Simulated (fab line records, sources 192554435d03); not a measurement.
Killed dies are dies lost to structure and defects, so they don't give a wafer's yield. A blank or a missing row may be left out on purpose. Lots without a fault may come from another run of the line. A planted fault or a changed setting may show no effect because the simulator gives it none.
Split-lot experiment | flow n5_finfet | 7 lots, 21 wafers read, on a route of 1938 steps

THE SPLIT
At N5_BEOL_M0_SAQP_COAT_81 (time 60 s, resist thk 100 nm), the setting spin_rpm was moved away from the recipe's 1500 rpm on 7 of the 21 wafers read, by -7.5% to +11.2%. The other wafers ran this setting at the recipe's value.

FROM THE SPLIT TO THE READING: what the file shows between them, 7 steps
- N5_BEOL_M0_SAQP_DEVELOP_13: develop time 30 s (also split here: develop_time_s)
- N5_BEOL_M0_SAQP_DESCUM_19: chemistry O2, time 7.9 s
- N5_BEOL_M0_SAQP_ETCH_83: etches SiARC in CF4, target depth 39 nm, time 65 s
- N5_BEOL_M0_SAQP_ETCH_84: etches SOC in N2/H2, target depth 100 nm, overetch 20 nm, time 150 s
- N5_BEOL_M0_SAQP_STRIP_80: strips in N2/H2
- N5_BEOL_M0_SAQP_HM_OPEN_112: chemistry CHF3/O2, target SiO2, stops on a-Si, target depth 12 nm, time 13.5 s
- N5_BEOL_M0_SAQP_STRIP_113: strips in CHF3/O2

THE READING
SOC_of_BEOL_M0_SAQP_COAT_81.thk_nm (the simulator's own value, which no gauge read), in nm, at N5_BEOL_M0_SAQP_MANDREL_ETCH_20 (etches a-Si in HBr/Cl2, stops on SiNx, target depth 60 nm, bt time 10 s, time 30 s). The file gives no usual value for it. The 14 wafers here that ran the recipe average 76.0 nm, standard deviation 0.54 nm.

wafer  | tool, chamber at the split | spin_rpm as run, rpm | against the recipe | SOC_of_BEOL_M0_SAQP_COAT_81.thk_nm, nm | against lot-mates on the recipe
L078.1 | litho_track-04, 0          | 1500                 | recipe             | 76                                     | -
L078.2 | litho_track-04, 0          | 1500                 | recipe             | 76.6                                   | -
L078.5 | litho_track-04, 0          | 1500                 | recipe             | 76.6                                   | -
L080.2 | litho_track-01, 0          | 1500                 | recipe             | 74.8                                   | -
L080.3 | litho_track-01, 0          | 1500                 | recipe             | 75.8                                   | -
L080.4 | litho_track-01, 0          | 1668                 | +11.2%             | 70.4                                   | -4.9
L081.1 | litho_track-04, 0          | 1500                 | recipe             | 76                                     | -
L081.2 | litho_track-04, 0          | 1388                 | -7.5%              | 79.6                                   | +3.6
L081.4 | litho_track-04, 0          | 1388                 | -7.5%              | 79.4                                   | +3.4
L082.1 | litho_track-01, 0          | 1397                 | -6.9%              | 79                                     | +3.6
L082.2 | litho_track-01, 0          | 1397                 | -6.9%              | 80                                     | +4.6
L082.5 | litho_track-01, 0          | 1500                 | recipe             | 75.4                                   | -
L087.2 | litho_track-01, 0          | 1654                 | +10.3%             | 71.4                                   | -4.5
L087.4 | litho_track-01, 0          | 1500                 | recipe             | 75.8                                   | -
L087.5 | litho_track-01, 0          | 1500                 | recipe             | 76                                     | -
L089.2 | litho_track-04, 0          | 1500                 | recipe             | 76.8                                   | -
L089.3 | litho_track-04, 0          | 1500                 | recipe             | 76                                     | -
L089.5 | litho_track-04, 0          | 1500                 | recipe             | 76.2                                   | -
L094.1 | litho_track-04, 0          | 1642                 | +9.5%              | 71.8                                   | -4.0
L094.2 | litho_track-04, 0          | 1500                 | recipe             | 75.2                                   | -
L094.6 | litho_track-04, 0          | 1500                 | recipe             | 76.4                                   | -

THE FIT
A straight line over all 21 wafers: SOC_of_BEOL_M0_SAQP_COAT_81.thk_nm changes by -0.475 nm for each +1% of spin_rpm; r = -0.98; the points scatter about the line by 0.51 nm.
The same after taking each lot's own level away (the mean of its wafers on the recipe; 21 wafers): -0.471 nm for each +1%; r = -0.98; scatter 0.45 nm.
On that fit, the largest move of spin_rpm shifts the reading by 5.3 nm.
The lots' own levels span 75.30 to 76.40 nm, that is 2.0 times the standard deviation above.
So the lot-to-lot level changes the slope little: the two slopes agree.
Check: with one of the wafers moved furthest among these (+11.2%) left out of the fit, the line predicts -5.23 nm for it against its lot-mates. It came out at -4.9 nm against them.

OTHER SPLITS ON THESE WAFERS
These wafers also went through other splits before the reading. Each is held against what the fit with the lots' levels taken away leaves over:
other split on the same wafers            | wafers away from the commonest value | r with SOC_of_BEOL_M0_SAQP_COAT_81.thk_nm (lot level and that fit taken away)
N5_SDB_EXPOSE_08 dose_mj                  | 7                                    | -0.30
N5_HKMG_FIN_PWFM_ALD_03 ald_cycles        | 8                                    | -0.16
N5_HKMG_FIN_COAT_06 spin_rpm              | 8                                    | -0.32
N5_BEOL_M0_SAQP_DEVELOP_13 develop_time_s | 9                                    | +0.03

THE WHOLE CHAIN: every reading that the file lists as answering this split, in the file's order
step                            | what it does                                                                       | reading                                                                             | change (the file's fit)               | r (the file's)
N5_BEOL_M0_SAQP_COAT_81         | time 60 s, resist thk 100 nm                                                       | SOC_of_BEOL_M0_SAQP_COAT_81.thk_nm (the simulator's own value, which no gauge read) | -0.481 nm for each +1% of the setting | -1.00
N5_BEOL_M0_SAQP_ETCH_84         | etches SOC in N2/H2, target depth 100 nm, overetch 20 nm, time 150 s               | etch.depth_nm (the simulator's own value, which no gauge read)                      | -0.483 nm for each +1% of the setting | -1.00
N5_BEOL_M0_SAQP_MANDREL_ETCH_20 | etches a-Si in HBr/Cl2, stops on SiNx, target depth 60 nm, bt time 10 s, time 30 s | SOC_of_BEOL_M0_SAQP_COAT_81.thk_nm (the simulator's own value, which no gauge read) | -0.456 nm for each +1% of the setting | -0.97

THE FILE'S OWN FIT
SOC_of_BEOL_M0_SAQP_COAT_81.thk_nm changes by -0.456 nm for each +1% of spin_rpm, r = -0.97.
